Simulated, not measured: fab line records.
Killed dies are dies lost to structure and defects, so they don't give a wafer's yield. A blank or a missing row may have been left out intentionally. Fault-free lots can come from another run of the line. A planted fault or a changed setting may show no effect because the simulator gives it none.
Which tool is to blame? | flow n5 finfet | 24 lots, 72 wafers sampled, at 6 steps of a route of 1938

== WHAT EACH GAUGE READ, for each wafer ==
N5_BEOL_M6_CD_MEAS_28: the cd target is 40 nm. Usual: cd nm reads 39.96 nm (standard deviation 0.24).
lot  | measured     | on        | cd nm (nm)        | flag
L074 | day 8 13:19  | cd sem-02 | 39.68 39.97 40.35 |
L075 | day 8 13:16  | cd sem-01 | 40.44 40.11 39.48 |
L076 | day 9 02:33  | cd sem-01 | 39.61 39.98 40.06 |
L077 | day 9 05:38  | cd sem-02 | 39.79 39.57 40.01 |
L078 | day 9 15:21  | cd sem-01 | 40.13 40.18 39.65 |
L080 | day 9 20:21  | cd sem-01 | 39.41 39.81 39.52 |
L079 | day 10 01:02 | cd sem-02 | 40.46 39.72 40.09 |
L081 | day 10 06:07 | cd sem-01 | 39.86 40.03 39.51 |
L082 | day 10 06:34 | cd sem-01 | 40.04 39.78 39.99 |
L083 | day 10 23:17 | cd sem-02 | 40.01 39.85 40.19 |
L084 | day 11 08:45 | cd sem-01 | 39.69 39.66 39.50 |
L086 | day 11 08:35 | cd sem-01 | 40.02 40.14 39.62 |
L085 | day 11 12:31 | cd sem-02 | 40.06 39.88 40.04 |
L087 | day 11 22:32 | cd sem-01 | 40.08 39.91 40.04 |
L088 | day 12 11:35 | cd sem-02 | 40.07 39.91 40.09 |
L089 | day 12 11:37 | cd sem-03 | 40.01 40.13 40.36 |
L090 | day 12 11:43 | cd sem-01 | 39.87 40.44 39.78 |
L091 | day 13 01:44 | cd sem-03 | 40.12 39.90 39.99 |
L092 | day 13 05:44 | cd sem-03 | 39.86 39.81 40.12 |
L093 | day 13 10:55 | cd sem-02 | 40.33 40.18 39.98 |
L094 | day 13 15:08 | cd sem-02 | 39.96 39.64 39.93 |
L095 | day 13 17:53 | cd sem-01 | 39.89 39.81 40.01 |
L096 | day 14 04:16 | cd sem-03 | 39.96 39.83 39.91 |
L097 | day 14 08:22 | cd sem-02 | 40.01 39.75 39.89 |

== EACH LOT AND THE TOOL THAT RAN IT (in order: tool; ch and the chambers of the sampled wafers; start) ==
lot  | N5_BEOL_M5_CURE_80            | N5_BEOL_M5_ANNEAL_49         | N5_BEOL_M6_HM_DEP_02         | N5_BEOL_M6_ETCH_61                 | N5_BEOL_M6_STRIP_19
L074 | uv cure-03 ch 2, day 8 02:09  | pvd sputter-03, day 8 03:10  | pvd sputter-01, day 8 10:38  | rie diel-02 ch 1,2, day 8 11:15    | rie diel-06 ch 0,1,3, day 8 11:39
L075 | uv cure-02 ch 2, day 8 02:44  | pvd sputter-02, day 8 04:03  | pvd sputter-02, day 8 11:01  | rie diel-05 ch 0,2, day 8 11:33    | rie diel-06 ch 0,3, day 8 12:01
L076 | uv cure-03 ch 2, day 8 16:40  | pvd sputter-03, day 8 17:45  | pvd sputter-03, day 9 00:14  | rie diel-02 ch 1,2,3, day 9 00:52  | rie diel-02 ch 2,3, day 9 01:13
L077 | uv cure-01 ch 1, day 8 19:34  | pvd sputter-01, day 8 20:59  | pvd sputter-02, day 9 03:37  | rie diel-02 ch 1,2, day 9 04:53    | rie diel-02 ch 0,1,3, day 9 05:15
L078 | uv cure-01 ch 2, day 9 05:33  | pvd sputter-03, day 9 06:44  | pvd sputter-03, day 9 13:11  | rie diel-05 ch 0,1,2, day 9 13:48  | rie diel-05 ch 1,3, day 9 14:10
L080 | uv cure-01 ch 2, day 9 09:30  | pvd sputter-01, day 9 11:13  | pvd sputter-03, day 9 18:04  | rie diel-05 ch 0,1,2, day 9 18:56  | rie diel-06 ch 0,1,2, day 9 19:20
L079 | uv cure-03 ch 2, day 9 12:55  | pvd sputter-02, day 9 14:04  | pvd sputter-03, day 9 21:16  | rie diel-02 ch 0,1,3, day 9 21:50  | rie diel-06 ch 1,2, day 9 22:24
L081 | uv cure-03 ch 1, day 9 18:50  | pvd sputter-03, day 9 21:27  | pvd sputter-02, day 10 04:12 | rie diel-06 ch 0,1,2, day 10 04:49 | rie diel-05 ch 2,3, day 10 05:11
L082 | uv cure-03 ch 1, day 9 20:58  | pvd sputter-02, day 9 22:14  | pvd sputter-03, day 10 04:55 | rie diel-05 ch 0,2,3, day 10 05:25 | rie diel-06 ch 0,1,2, day 10 05:46
L083 | uv cure-01 ch 1, day 10 11:11 | pvd sputter-03, day 10 12:47 | pvd sputter-03, day 10 20:07 | rie diel-05 ch 0,1, day 10 20:50   | rie diel-02 ch 1,3, day 10 21:11
L084 | uv cure-02 ch 1, day 10 20:56 | pvd sputter-02, day 10 22:04 | pvd sputter-01, day 11 05:30 | rie diel-05 ch 1,3, day 11 06:07   | rie diel-02 ch 1,2,3, day 11 06:28
L086 | uv cure-01 ch 0, day 10 22:19 | pvd sputter-01, day 11 00:14 | pvd sputter-02, day 11 06:36 | rie diel-05 ch 2,3, day 11 07:06   | rie diel-06 ch 1,2, day 11 07:27
L085 | uv cure-02 ch 2, day 11 02:14 | pvd sputter-03, day 11 03:28 | pvd sputter-01, day 11 10:17 | rie diel-05 ch 0,1,3, day 11 11:02 | rie diel-06 ch 0,2,3, day 11 11:25
L087 | uv cure-01 ch 0, day 11 11:46 | pvd sputter-01, day 11 13:38 | pvd sputter-02, day 11 20:28 | rie diel-05 ch 1,3, day 11 21:09   | rie diel-06 ch 0,3, day 11 21:30
L088 | uv cure-03 ch 0, day 11 23:46 | pvd sputter-02, day 12 00:56 | pvd sputter-03, day 12 08:18 | rie diel-02 ch 1,3, day 12 08:58   | rie diel-06 ch 0,2,3, day 12 09:20
L089 | uv cure-02 ch 0, day 11 23:57 | pvd sputter-01, day 12 01:04 | pvd sputter-03, day 12 08:24 | rie diel-05 ch 0,2,3, day 12 09:05 | rie diel-06 ch 0,1, day 12 09:27
L090 | uv cure-01 ch 1, day 12 00:04 | pvd sputter-03, day 12 03:10 | pvd sputter-03, day 12 09:58 | rie diel-02 ch 0,1,3, day 12 10:35 | rie diel-06 ch 2,3, day 12 10:56
L091 | uv cure-03 ch 0, day 12 14:56 | pvd sputter-02, day 12 16:11 | pvd sputter-03, day 13 00:21 | rie diel-05 ch 0,1,2, day 13 00:58 | rie diel-05 ch 0,2,3, day 13 01:19
L092 | uv cure-02 ch 2, day 12 18:44 | pvd sputter-02, day 12 20:52 | pvd sputter-02, day 13 04:07 | rie diel-06 ch 1,2, day 13 04:44   | rie diel-05 ch 0,1,3, day 13 05:12
L093 | uv cure-02 ch 0, day 13 00:07 | pvd sputter-03, day 13 01:28 | pvd sputter-03, day 13 08:18 | rie diel-02 ch 1,3, day 13 09:17   | rie diel-02 ch 0,1,2, day 13 09:38
L094 | uv cure-01 ch 0, day 13 04:10 | pvd sputter-01, day 13 05:15 | pvd sputter-03, day 13 12:00 | rie diel-02 ch 0,1,2, day 13 12:37 | rie diel-02 ch 0,2,3, day 13 12:58
L095 | uv cure-01 ch 2, day 13 06:04 | pvd sputter-02, day 13 07:34 | pvd sputter-01, day 13 15:40 | rie diel-05 ch 0,2, day 13 17:06   | rie diel-02 ch 0,2, day 13 17:28
L096 | uv cure-01 ch 1, day 13 18:04 | pvd sputter-02, day 13 19:23 | pvd sputter-03, day 14 02:52 | rie diel-06 ch 0,2,3, day 14 03:29 | rie diel-06 ch 0,2, day 14 03:50
L097 | uv cure-02 ch 1, day 13 19:31 | pvd sputter-03, day 13 22:25 | pvd sputter-01, day 14 05:14 | rie diel-02 ch 1,2, day 14 05:51   | rie diel-02 ch 2,3, day 14 06:12
- N5_BEOL_M5_CURE_80: cures SiCOH lowk, time 120 s.
- N5_BEOL_M5_ANNEAL_49: time 1800 s.
- N5_BEOL_M6_HM_DEP_02: deposits TiN, target thk 20 nm.
- N5_BEOL_M6_ETCH_61: etches SiARC in CF4, target depth 45.5 nm, time 75.8 s.
- N5_BEOL_M6_STRIP_19: strips in O2.

== AS READ BY THE TOOLS THEMSELVES (means over the sampled wafers that have a number; for cases with no such wafer, the mark the record gives instead) ==
N5_BEOL_M5_CURE_80. Usual: lamp power pct 52.31 %, standard deviation 0.056; wafer_temp_C_max 371.7, standard deviation 0.72.
lot  | tool       | lamp power pct (%) | wafer_temp_C_max | flag
L074 | uv cure-03 | 52.33              | 372.9            |
L075 | uv cure-02 | 52.30              | 370.8            |
L076 | uv cure-03 | 52.31              | 372.4            |
L077 | uv cure-01 | 52.33              | 372.4            |
L078 | uv cure-01 | 52.33              | 371.5            |
L080 | uv cure-01 | 52.32              | 371.2            |
L079 | uv cure-03 | 52.28              | 372.2            |
L081 | uv cure-03 | 52.33              | 370.9            |
L082 | uv cure-03 | 52.31              | 370.9            |
L083 | uv cure-01 | 52.30              | 372.9            |
L084 | uv cure-02 | 52.34              | 371.7            |
L086 | uv cure-01 | 52.37              | 372.2            |
L085 | uv cure-02 | 52.31              | 370.9            |
L087 | uv cure-01 | 52.26              | 371.7            |
L088 | uv cure-03 | 52.36              | 372.1            |
L089 | uv cure-02 | 52.30              | 370.7            |
L090 | uv cure-01 | 52.28              | 372.1            |
L091 | uv cure-03 | 52.30              | 372.3            |
L092 | uv cure-02 | 52.32              | 371.3            |
L093 | uv cure-02 | 52.35              | 370.8            |
L094 | uv cure-01 | 52.35              | 371.9            |
L095 | uv cure-01 | 52.39              | 371.0            |
L096 | uv cure-01 | 52.34              | 372.7            |
L097 | uv cure-02 | 52.21              | 371.3            |

N5_BEOL_M5_ANNEAL_49. Usual: heater power w reads 794 W (standard deviation 61).
lot  | tool           | heater power w (W) | flag
L074 | pvd sputter-03 | 808                |
L075 | pvd sputter-02 | 726                |
L076 | pvd sputter-03 | 879                |
L077 | pvd sputter-01 | 759                |
L078 | pvd sputter-03 | 820                |
L080 | pvd sputter-01 | 800                |
L079 | pvd sputter-02 | 723                |
L081 | pvd sputter-03 | 813                |
L082 | pvd sputter-02 | 780                |
L083 | pvd sputter-03 | 801                |
L084 | pvd sputter-02 | 739                |
L086 | pvd sputter-01 | 798                |
L085 | pvd sputter-03 | 845                |
L087 | pvd sputter-01 | 799                |
L088 | pvd sputter-02 | 783                |
L089 | pvd sputter-01 | 778                |
L090 | pvd sputter-03 | 889                |
L091 | pvd sputter-02 | 767                |
L092 | pvd sputter-02 | 778                |
L093 | pvd sputter-03 | 749                |
L094 | pvd sputter-01 | 796                |
L095 | pvd sputter-02 | 778                |
L096 | pvd sputter-02 | 740                |
L097 | pvd sputter-03 | 804                |

N5_BEOL_M6_HM_DEP_02. Usual: throttle valve pct reads 30.1 % (standard deviation 1.2).
lot  | tool           | throttle valve pct (%) | flag
L074 | pvd sputter-01 | 29.8                   |
L075 | pvd sputter-02 | 29.2                   |
L076 | pvd sputter-03 | 30.0                   |
L077 | pvd sputter-02 | 28.6                   |
L078 | pvd sputter-03 | 31.3                   |
L080 | pvd sputter-03 | 31.0                   |
L079 | pvd sputter-03 | 30.7                   |
L081 | pvd sputter-02 | 28.7                   |
L082 | pvd sputter-03 | 30.8                   |
L083 | pvd sputter-03 | 31.3                   |
L084 | pvd sputter-01 | 29.8                   |
L086 | pvd sputter-02 | 28.5                   |
L085 | pvd sputter-01 | 30.1                   |
L087 | pvd sputter-02 | 28.6                   |
L088 | pvd sputter-03 | 30.2                   |
L089 | pvd sputter-03 | 30.0                   |
L090 | pvd sputter-03 | 30.9                   |
L091 | pvd sputter-03 | 30.8                   |
L092 | pvd sputter-02 | 29.6                   |
L093 | pvd sputter-03 | 30.6                   |
L094 | pvd sputter-03 | 30.9                   |
L095 | pvd sputter-01 | 30.3                   |
L096 | pvd sputter-03 | 31.4                   |
L097 | pvd sputter-01 | 30.5                   |

N5_BEOL_M6_ETCH_61. Usual: bias w is 36.00 W with standard deviation 0.12, drypump motor current A is 5.7 A with standard deviation 0.53, etch rf on time s is 75.4 s with standard deviation 1.5, oes product au is 0.66 a.u. with standard deviation 0.06, rf vpp V is 184.3 V with standard deviation 1.1, showerhead plenum p Torr is 2.17 Torr with standard deviation 0.045, and throttle valve pct is 15.66 % with standard deviation 0.28.
lot  | tool        | bias w (W) | drypump motor current A (A) | etch rf on time s (s) | oes product au (a.u.) | rf vpp V (V) | showerhead plenum p Torr (Torr) | throttle valve pct (%) | flag
L074 | rie diel-02 | 35.98      | 5.8                         | 76.2                  | 0.61                  | 183.4        | 2.12                            | 15.68                  |
L075 | rie diel-05 | 36.04      | 5.3                         | 74.4                  | 0.66                  | 183.8        | 2.18                            | 15.71                  |
L076 | rie diel-02 | 36.00      | 5.8                         | 74.5                  | 0.62                  | 183.7        | 2.13                            | 15.83                  |
L077 | rie diel-02 | 35.95      | 5.5                         | 76.8                  | 0.60                  | 184.5        | 2.13                            | 15.88                  |
L078 | rie diel-05 | 35.89      | 5.5                         | 74.1                  | 0.66                  | 184.7        | 2.18                            | 15.67                  |
L080 | rie diel-05 | 35.99      | 5.5                         | 76.4                  | 0.65                  | 183.7        | 2.17                            | 15.67                  |
L079 | rie diel-02 | 36.08      | 6.2                         | 74.4                  | 0.66                  | 184.3        | 2.17                            | 15.67                  |
L081 | rie diel-06 | 36.00      | 5.9                         | 75.1                  | 0.61                  | 183.9        | 2.16                            | 15.79                  |
L082 | rie diel-05 | 35.90      | 5.3                         | 75.3                  | 0.65                  | 185.7        | 2.20                            | 15.58                  |
L083 | rie diel-05 | 36.08      | 6.0                         | 74.8                  | 0.68                  | 184.1        | 2.16                            | 15.78                  |
L084 | rie diel-05 | 35.87      | 6.0                         | 75.2                  | 0.68                  | 184.6        | 2.18                            | 15.63                  |
L086 | rie diel-05 | 36.00      | 5.3                         | 76.5                  | 0.65                  | 185.1        | 2.22                            | 15.43                  |
L085 | rie diel-05 | 36.05      | 5.7                         | 75.2                  | 0.67                  | 184.8        | 2.18                            | 15.70                  |
L087 | rie diel-05 | 35.96      | 5.7                         | 76.1                  | 0.68                  | 184.2        | 2.21                            | 15.54                  |
L088 | rie diel-02 | 36.15      | 6.1                         | 73.9                  | 0.78                  | 183.9        | 2.12                            | 15.33                  |
L089 | rie diel-05 | 35.96      | 5.3                         | 75.4                  | 0.63                  | 184.4        | 2.19                            | 15.62                  |
L090 | rie diel-02 | 36.12      | 6.2                         | 75.3                  | 0.72                  | 184.0        | 2.16                            | 15.55                  |
L091 | rie diel-05 | 36.19      | 5.5                         | 74.7                  | 0.64                  | 185.0        | 2.16                            | 15.73                  |
L092 | rie diel-06 | 35.92      | 5.6                         | 75.9                  | 0.61                  | 183.9        | 2.16                            | 15.70                  |
L093 | rie diel-02 | 35.84      | 6.0                         | 73.8                  | 0.69                  | 184.1        | 2.13                            | 15.67                  |
L094 | rie diel-02 | 35.99      | 5.9                         | 76.1                  | 0.69                  | 183.9        | 2.15                            | 15.61                  |
L095 | rie diel-05 | 36.19      | 5.1                         | 75.8                  | 0.61                  | 184.9        | 2.17                            | 15.64                  |
L096 | rie diel-06 | 35.97      | 5.9                         | 75.9                  | 0.62                  | 184.0        | 2.13                            | 15.83                  |
L097 | rie diel-02 | 35.94      | 5.9                         | 74.8                  | 0.73                  | 183.5        | 2.11                            | 15.41                  |

N5_BEOL_M6_STRIP_19. Usual: drypump motor current A 5.8 A, standard deviation 0.45; oes product au 0.75 a.u., standard deviation 0.065; rf vpp V 3.7 V, standard deviation 0.63; showerhead plenum p Torr 2.12 Torr, standard deviation 0.048; throttle valve pct 16.81 %, standard deviation 0.28.
lot  | tool        | drypump motor current A (A) | oes product au (a.u.) | rf vpp V (V) | showerhead plenum p Torr (Torr) | throttle valve pct (%) | flag
L074 | rie diel-06 | 5.9                         | 0.74                  | 3.9          | 2.13                            | 16.92                  |
L075 | rie diel-06 | 6.2                         | 0.74                  | 3.4          | 2.10                            | 16.99                  |
L076 | rie diel-02 | 5.6                         | 0.74                  | 3.5          | 2.11                            | 17.06                  |
L077 | rie diel-02 | 6.2                         | 0.77                  | 3.6          | 2.12                            | 16.70                  |
L078 | rie diel-05 | 5.9                         | 0.82                  | 3.2          | 2.16                            | 16.72                  |
L080 | rie diel-06 | 5.9                         | 0.71                  | 3.8          | 2.11                            | 16.85                  |
L079 | rie diel-06 | 5.6                         | 0.74                  | 4.3          | 2.12                            | 16.68                  |
L081 | rie diel-05 | 5.3                         | 0.77                  | 3.5          | 2.21                            | 16.59                  |
L082 | rie diel-06 | 5.9                         | 0.71                  | 4.1          | 2.11                            | 16.85                  |
L083 | rie diel-02 | 6.1                         | 0.70                  | 4.9          | 2.07                            | 16.70                  |
L084 | rie diel-02 | 5.8                         | 0.71                  | 3.3          | 2.08                            | 16.92                  |
L086 | rie diel-06 | 5.6                         | 0.70                  | 3.8          | 2.14                            | 16.79                  |
L085 | rie diel-06 | 5.9                         | 0.75                  | 3.6          | 2.10                            | 16.84                  |
L087 | rie diel-06 | 5.9                         | 0.76                  | 3.1          | 2.11                            | 16.94                  |
L088 | rie diel-06 | 5.9                         | 0.74                  | 3.7          | 2.09                            | 16.85                  |
L089 | rie diel-06 | 5.9                         | 0.67                  | 3.3          | 2.13                            | 17.00                  |
L090 | rie diel-06 | 5.6                         | 0.78                  | 3.2          | 2.11                            | 16.78                  |
L091 | rie diel-05 | 5.3                         | 0.74                  | 4.2          | 2.16                            | 16.74                  |
L092 | rie diel-05 | 5.7                         | 0.77                  | 3.9          | 2.14                            | 16.85                  |
L093 | rie diel-02 | 6.0                         | 0.81                  | 2.9          | 2.11                            | 16.65                  |
L094 | rie diel-02 | 5.8                         | 0.73                  | 4.0          | 2.12                            | 17.00                  |
L095 | rie diel-02 | 6.0                         | 0.77                  | 4.1          | 2.16                            | 16.86                  |
L096 | rie diel-06 | 6.1                         | 0.68                  | 3.6          | 2.07                            | 16.98                  |
L097 | rie diel-02 | 5.4                         | 0.70                  | 4.5          | 2.09                            | 17.18                  |

== THE ANSWER, worked out from the rows above alone ==
Rule: a lot counts as off when the mean over its wafers that have a number is more than 3 standard deviations away from the usual mean. A lot without any number at a reading at which 4 lots or more have one is off too. Where the step has rows for the other lots, those lots are counted as sound. Order of review: gauges by route order, followed by the tools' own readings, for which a lot's mean as printed above is used. At the first step where some lot is off, the reading lying furthest off is the one used; lots without a number count as furthest.
None of the lots is off at any reading shown; this tells nothing.

== WHAT THE SIMULATOR HAD PUT IN ==
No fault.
